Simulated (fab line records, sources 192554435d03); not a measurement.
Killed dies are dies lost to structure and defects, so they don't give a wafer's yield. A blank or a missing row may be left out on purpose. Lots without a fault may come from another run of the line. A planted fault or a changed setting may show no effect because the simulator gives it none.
A struck lot beside a sound one | flow n5_finfet | 15 steps out of a route of 1938
Sound: wafers L925.2, L925.5, L925.6. Struck: wafer L932.5. The cause comes at the end.
At each step with rows: each side's tool, then ch and its chambers, then its first start. Under that, the readings that differ: sound wafers | struck wafers | difference of the means | sigmas: that difference in standard deviations of wafers without a fault.
alike: readings whose means differ by less than 2 such deviations, and words and numbers that are the same on both sides. not compared: withheld readings, readings that some wafer has no value for, bounds like >300 that may hide the same value, and numbers for which the record gives no deviation and whose values overlap.
The two part at a step that has a row with sigmas, a row that says differs or no value, or rows on one side only. Numbers that don't overlap but have no deviation are shown without sigmas and don't part them. A reading that every wafer of one side lacks parts them only if that side has two wafers or more.

first, 1 step without rows for these wafers: N5_BEOL_M9_ETCH_76 (etches underlayer in N2/H2, target depth 6.5 nm, time 5.2 s).
N5_BEOL_M9_ETCH_65: etches SiARC in CF4, target depth 15.6 nm, time 26 s.
  sound on rie_diel-03 ch 1,2,3, day 10 05:13; struck on rie_diel-03 ch 0, day 11 16:06
  alike: drypump_motor_current_A, etch_rf_on_time_s, oes_product_au, rf_vpp_V, showerhead_plenum_p_Torr, throttle_valve_pct
  not compared: rf_hours_counter_h
N5_BEOL_M9_ETCH_66: etches SOC in N2/H2, target depth 80 nm, overetch 16 nm, time 120 s.
  sound on rie_diel-03 ch 1,2,3, day 10 05:14; struck on rie_diel-03 ch 0, day 11 16:09
  alike: drypump_motor_current_A, h2_flow_sccm, oes_product_au, rf_vpp_V, showerhead_plenum_p_Torr, throttle_valve_pct
  not compared: rf_hours_counter_h
then, 2 steps without rows for these wafers: N5_BEOL_M9_STRIP_69 (strips in N2/H2); N5_BEOL_M9_STRIP_77 (strips in N2/H2).
N5_BEOL_M9_VIA_ETCH_34: etches SiCOH lowk in C4F6/O2, target depth 182.4 nm, time 68.4 s.
  sound on rie_diel-03 ch 1,2,3, day 10 05:20; struck on rie_diel-03 ch 0, day 11 16:14
  reading      | sound       | struck | difference | sigmas
  rf_vpp_V (V) | 685 683 642 | 643    | -27        | -2
  alike: drypump_motor_current_A, oes_product_au, showerhead_plenum_p_Torr, throttle_valve_pct
  not compared: rf_hours_counter_h
then, 1 step without rows for these wafers: N5_BEOL_M9_STRIP_73 (strips in C4F6/O2).
N5_BEOL_M9_STRIP_36: strips in N2/H2.
  sound on rie_diel-03 ch 1,2,3, day 10 05:24; struck on rie_diel-03 ch 0, day 11 16:18
  alike: drypump_motor_current_A, h2_flow_sccm, oes_product_au, rf_vpp_V, showerhead_plenum_p_Torr, throttle_valve_pct
  not compared: rf_hours_counter_h
N5_BEOL_M9_TRENCH_ETCH_37: etches SiCOH lowk in C4F6/O2, target depth 151.43 nm, time 49 s.
  sound on rie_diel-03 ch 1,2,3; struck on rie_diel-03 ch 0
  alike: drypump_motor_current_A, oes_product_au, rf_vpp_V, showerhead_plenum_p_Torr, throttle_valve_pct
  not compared: rf_hours_counter_h
then, 2 steps without rows for these wafers: N5_BEOL_M9_ETCH_41 (etches SiCN in CH3F/O2, target depth 36.6 nm, time 70.1 s); N5_BEOL_M9_STRIP_80 (strips in N2/H2, time 10 s).
N5_BEOL_M9_OCD_MEAS_38:
  sound on ocd-01, day 10 05:37; struck on ocd-02, day 11 16:31
  alike: trench_depth_nm
N5_BEOL_M9_HM_STRIP_39: strips TiN in peroxide tin strip, target depth 25 nm, time 158 s.
  sound on wet_bench-05 ch 2,3,6, day 10 05:39; struck on wet_bench-05 ch 6, day 11 16:32
  reading          | sound       | struck | difference | sigmas
  run_length_s (s) | 163 167 164 | 181    | +16        | +5
then, 1 step without rows for these wafers: N5_BEOL_M9_SRD_40 (time 30 s).
N5_PASSIVATION_PROBE_49:
  the record has rows for the sound wafers here (prober-02, day 12 19:14) and none for the struck ones

WHERE THEY PART
First at N5_BEOL_M9_VIA_ETCH_34; last, within this record, at N5_PASSIVATION_PROBE_49.

WHY: what the simulator had put in
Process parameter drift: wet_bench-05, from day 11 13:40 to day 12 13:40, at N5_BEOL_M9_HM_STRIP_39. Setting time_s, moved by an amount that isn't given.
